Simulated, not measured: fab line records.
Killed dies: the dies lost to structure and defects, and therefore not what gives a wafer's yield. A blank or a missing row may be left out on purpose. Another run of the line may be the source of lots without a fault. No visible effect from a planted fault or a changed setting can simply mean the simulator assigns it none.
What tool caused it? + flow nand-harc + 13 lots with 39 wafers sampled at 5 steps, on a route of 1302 steps

## WHAT THE GAUGES SHOWED, per wafer
NHARC_P_ZERO_WELL_CD_MEAS_24: the cd target is 720 nm.
| lot  | measured     | on        | cd-nm (nm)                          |
|------|--------------|-----------|-------------------------------------|
| L797 | day 2 08:36  | cd-sem-01 | 716.6 717.2 719.0                   |
| L801 | day 4 00:30  | cd-sem-03 | 719.6 716.0 718.9                   |
| L802 | day 4 10:46  | cd-sem-02 | 718.8 720.0 717.8                   |
| L803 | day 4 20:35  | cd-sem-01 | 718.9 719.5 715.9                   |
| L806 | day 6 02:31  | cd-sem-03 | 719.5 716.6 716.2                   |
| L807 | day 6 12:26  | cd-sem-02 | 717.2 719.9 719.7                   |
| L808 | day 6 22:35  | cd-sem-02 | 716.9 720.2 719.8                   |
| L809 | day 7 08:58  | cd-sem-01 | 717.7 716.0 714.7                   |
| L811 | day 8 04:39  | cd-sem-03 | 717.1 717.5 719.7                   |
| L812 | day 8 14:28  | cd-sem-03 | 726.6 726.6 727.9 726.7 726.4 728.0 |
| L813 | day 9 00:37  | cd-sem-01 | 727.7 726.8 727.9 727.5 726.7 728.1 |
| L815 | day 9 20:28  | cd-sem-02 | 718.0 719.6 720.1                   |
| L817 | day 10 16:48 | cd-sem-02 | 715.2 715.9 718.5                   |

NHARC_P_ZERO_WELL_INSPECT_43.
| lot  | measured     | on                | raw-defect-count |
|------|--------------|-------------------|------------------|
| L797 | day 2 13:37  | defect-inspect-01 | 19 14 7          |
| L801 | day 4 05:28  | defect-inspect-01 | 16 14 15         |
| L802 | day 4 15:53  | defect-inspect-02 | 13 14 8          |
| L803 | day 5 01:35  | defect-inspect-02 | 19 13 19         |
| L806 | day 6 07:37  | defect-inspect-01 | 13 13 15         |
| L807 | day 6 17:25  | defect-inspect-02 | 13 13 8          |
| L808 | day 7 03:37  | defect-inspect-01 | 8 16 6           |
| L809 | day 7 19:19  | defect-inspect-01 | 7 7 14           |
| L811 | day 8 10:16  | defect-inspect-01 | 13 9 19          |
| L812 | day 8 20:53  | defect-inspect-02 | 23 8 9           |
| L813 | day 9 08:30  | defect-inspect-02 | 16 10 9          |
| L815 | day 10 01:34 | defect-inspect-02 | 20 24 10         |
| L817 | day 10 21:51 | defect-inspect-01 | 16 9 12          |

NHARC_P_STI_INSPECT_11.
| lot  | measured     | on                | raw-defect-count |
|------|--------------|-------------------|------------------|
| L797 | day 3 04:07  | defect-inspect-02 | 7 4 2            |
| L801 | day 4 22:06  | defect-inspect-02 | 3 7 7            |
| L802 | day 5 07:13  | defect-inspect-02 | 9 3 2            |
| L803 | day 5 16:17  | defect-inspect-02 | 3 7 2            |
| L806 | day 7 02:31  | defect-inspect-01 | 4 17 6           |
| L807 | day 7 15:55  | defect-inspect-01 | 5 8 5            |
| L808 | day 7 15:46  | defect-inspect-02 | 7 1 6            |
| L809 | day 8 12:19  | defect-inspect-01 | 9 7 6            |
| L811 | day 9 01:10  | defect-inspect-01 | 9 14 12          |
| L812 | day 9 10:20  | defect-inspect-01 | 3 8 8            |
| L813 | day 9 20:22  | defect-inspect-01 | 5 9 5            |
| L815 | day 10 16:38 | defect-inspect-01 | 4 5 10           |
| L817 | day 11 12:25 | defect-inspect-01 | 9 3 8            |

NHARC_P_STI_OCD_MEAS_43.
| lot  | measured     | on     | trench-depth-nm (nm) | trench-foot-cd-nm (nm) |
|------|--------------|--------|----------------------|------------------------|
| L797 | day 3 05:19  | ocd-01 | 298 301 298          | 159.5 155.3 157.3      |
| L801 | day 4 23:16  | ocd-01 | 295 299 298          | 158.8 157.4 158.4      |
| L802 | day 5 08:23  | ocd-01 | 297 302 299          | 162.1 158.4 160.5      |
| L803 | day 5 17:26  | ocd-01 | 298 305 303          | 159.1 156.1 160.1      |
| L806 | day 7 03:41  | ocd-01 | 296 304 298          | 152.9 156.3 156.1      |
| L807 | day 7 17:06  | ocd-02 | 301 302 300          | 156.9 158.9 157.1      |
| L808 | day 7 16:56  | ocd-01 | 308 306 307          | 156.2 158.5 157.0      |
| L809 | day 8 13:29  | ocd-02 | 298 302 298          | 156.8 157.0 157.9      |
| L811 | day 9 02:22  | ocd-01 | 300 295 294          | 154.9 159.3 154.3      |
| L812 | day 9 11:29  | ocd-02 | 292 300 297          | 162.1 159.0 157.6      |
| L813 | day 9 21:32  | ocd-01 | 305 303 302          | 154.9 154.6 156.7      |
| L815 | day 10 17:53 | ocd-02 | 305 310 298          | 151.3 153.4 154.2      |
| L817 | day 11 13:35 | ocd-02 | 291 301 301          | 161.9 159.7 157.7      |

## EACH LOT AND THE TOOL THAT RAN IT (in order: tool; ch and the chambers of the sampled wafers; start)
| lot  | NHARC_P_ZERO_WELL_PEB_22          |
|------|-----------------------------------|
| L797 | litho-track-05 ch 0, day 2 08:31  |
| L801 | litho-track-03 ch 0, day 4 00:25  |
| L802 | litho-track-03 ch 0, day 4 10:40  |
| L803 | litho-track-07 ch 0, day 4 20:29  |
| L806 | litho-track-07 ch 0, day 6 02:25  |
| L807 | litho-track-05 ch 0, day 6 12:20  |
| L808 | litho-track-07 ch 0, day 6 22:30  |
| L809 | litho-track-03 ch 0, day 7 08:52  |
| L811 | litho-track-03 ch 0, day 8 04:34  |
| L812 | litho-track-03 ch 0, day 8 14:22  |
| L813 | litho-track-03 ch 0, day 9 00:32  |
| L815 | litho-track-05 ch 0, day 9 20:22  |
| L817 | litho-track-05 ch 0, day 10 16:42 |
- NHARC_P_ZERO_WELL_PEB_22: peb time 85 s.

## WHAT THE TOOLS THEMSELVES READ (means of the sampled wafers that have a number; where no wafer has one, the mark that the record gives instead)
NHARC_P_ZERO_WELL_PEB_22.
| lot  | tool           | heater-power-total-W (W) | plate-temp-C (C) |
|------|----------------|--------------------------|------------------|
| L797 | litho-track-05 | 163.96                   | 117.79           |
| L801 | litho-track-03 | 164.09                   | 118.07           |
| L802 | litho-track-03 | 163.78                   | 118.01           |
| L803 | litho-track-07 | 163.83                   | 118.16           |
| L806 | litho-track-07 | 163.91                   | 117.93           |
| L807 | litho-track-05 | 163.70                   | 118.10           |
| L808 | litho-track-07 | 163.92                   | 117.97           |
| L809 | litho-track-03 | 164.20                   | 118.13           |
| L811 | litho-track-03 | 163.91                   | 118.02           |
| L812 | litho-track-03 | 180.41                   | 126.86           |
| L813 | litho-track-03 | 180.34                   | 126.81           |
| L815 | litho-track-05 | 163.89                   | 117.92           |
| L817 | litho-track-05 | 163.80                   | 118.08           |

## THE ANSWER, worked out from the rows above alone
Rule: what is usual is taken from the lots themselves. The widest of any qualifying gaps counts: lots, ordered by their means at a reading, are off when they make up no more than a third of the lots, leave a main group of 4 or more, and stand apart from it by 3 or more times the standard deviation of that group's means. If all means in a main group match to the digits the tables above print for the reading, that group is not used. A lot without any number at a reading at which 4 lots or more have one is off too. The other lots that the step has rows for count as sound. The gauges are gone through in route order, then the tools' own readings, and for those a lot's mean is taken as printed above. The first step at which some lot is off is used, and at that step the reading that is off furthest; a lot without a number counts as furthest.
Off: L812, L813 (NHARC_P_ZERO_WELL_CD_MEAS_24, cd-nm). Main group: mean 718.0 nm, sd 0.96.
If a tool, at a process step before that reading, ran all the lots that are off and no sound lot after the first of them, it fits. Not tried: the gauges at NHARC_P_ZERO_WELL_CD_MEAS_24; whatever is off there is also off at NHARC_P_ZERO_WELL_PEB_22, on other tools, and gauge error can't account for it. One fits: NHARC_P_ZERO_WELL_PEB_22 on litho-track-03. Its last sound lot is L811 (day 8 04:34), its first lot that is off L812 (day 8 14:22): a fault that began between those two fits.
The tool's own readings at NHARC_P_ZERO_WELL_PEB_22 bear it out: on the lots that are off they differ by more than 5 times the standard deviation of the sound lots' means. heater-power-total-W reads 180.38 W there against 163.91 W on the sound lots; plate-temp-C reads 126.84 C there against 118.02 C on the sound lots.

## WHAT THE SIMULATOR HAD INSERTED
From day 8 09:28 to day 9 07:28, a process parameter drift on litho-track-03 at NHARC_P_ZERO_WELL_PEB_22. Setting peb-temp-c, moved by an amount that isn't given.
Lots struck among those shown: L812, L813. The rule above found the same.
